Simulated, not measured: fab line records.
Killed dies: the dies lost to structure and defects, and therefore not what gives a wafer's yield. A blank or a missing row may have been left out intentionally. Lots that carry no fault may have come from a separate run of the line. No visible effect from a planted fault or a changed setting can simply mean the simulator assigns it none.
Matching of chambers :: flow nandHarc :: rieDiel-03 running NHARC_A_BONDPAD_DESCUM_11: 4 sister chambers
The step chemistry O2, time 3 s. 8 wafers are shown with their chamber, then 7 later ones without.

== WAFERS, EACH WITH ITS CHAMBER ==
wafer: L077.5
chamber: 2
showerheadPlenumPTorr (Torr): 1.85
drypumpMotorCurrentA (A): 6.1

wafer: L082.1
chamber: 3
showerheadPlenumPTorr (Torr): 2.00
drypumpMotorCurrentA (A): 5.9

wafer: L082.3
chamber: 1
showerheadPlenumPTorr (Torr): 1.96
drypumpMotorCurrentA (A): 5.0

wafer: L083.1
chamber: 1
showerheadPlenumPTorr (Torr): 1.97
drypumpMotorCurrentA (A): 5.1

wafer: L083.2
chamber: 0
showerheadPlenumPTorr (Torr): 1.80
drypumpMotorCurrentA (A): 5.7

wafer: L083.3
chamber: 3
showerheadPlenumPTorr (Torr): 2.00
drypumpMotorCurrentA (A): 5.9

wafer: L089.1
chamber: 0
showerheadPlenumPTorr (Torr): 1.80
drypumpMotorCurrentA (A): 5.7

wafer: L089.2
chamber: 2
showerheadPlenumPTorr (Torr): 1.85
drypumpMotorCurrentA (A): 6.1

== WAFERS WHOSE CHAMBER IS MISSING ==
wafer: L089.3
showerheadPlenumPTorr (Torr): 2.00
drypumpMotorCurrentA (A): 5.9

wafer: L091.2
showerheadPlenumPTorr (Torr): 2.00
drypumpMotorCurrentA (A): 5.9

wafer: L091.5
showerheadPlenumPTorr (Torr): 1.85
drypumpMotorCurrentA (A): 6.1

wafer: L091.6
showerheadPlenumPTorr (Torr): 1.96
drypumpMotorCurrentA (A): 5.0

wafer: L092.3
showerheadPlenumPTorr (Torr): 1.80
drypumpMotorCurrentA (A): 5.7

wafer: L092.4
showerheadPlenumPTorr (Torr): 2.00
drypumpMotorCurrentA (A): 5.9

wafer: L092.6
showerheadPlenumPTorr (Torr): 1.96
drypumpMotorCurrentA (A): 5.0

== THE CHAMBER EACH PASSED THROUGH ==
wafer: L089.3
from the rows above: 3
in truth: 3

wafer: L091.2
from the rows above: 3
in truth: 3

wafer: L091.5
from the rows above: 2
in truth: 2

wafer: L091.6
from the rows above: 1
in truth: 1

wafer: L092.3
from the rows above: 0
in truth: 0

wafer: L092.4
from the rows above: 3
in truth: 3

wafer: L092.6
from the rows above: 1
in truth: 1
Correct placement for 7 of the 7. From these rows, 0 cannot be placed. Placed wrongly: 0.
How it was worked out, from the rows above alone: a wafer's distance from a chamber is the root of the sum, over the readings, of the square of ((its reading less the chamber's mean) divided by the reading's scatter). If the next closest chamber is less than 2 further off than the closest, the wafer can't be placed; otherwise it belongs to the closest. For every chamber, the mean is computed from those of its wafers that are shown. The scatter: the root of (the sum of the squares of (reading less its chamber's mean) over the shown wafers, divided by (wafers less chambers)).
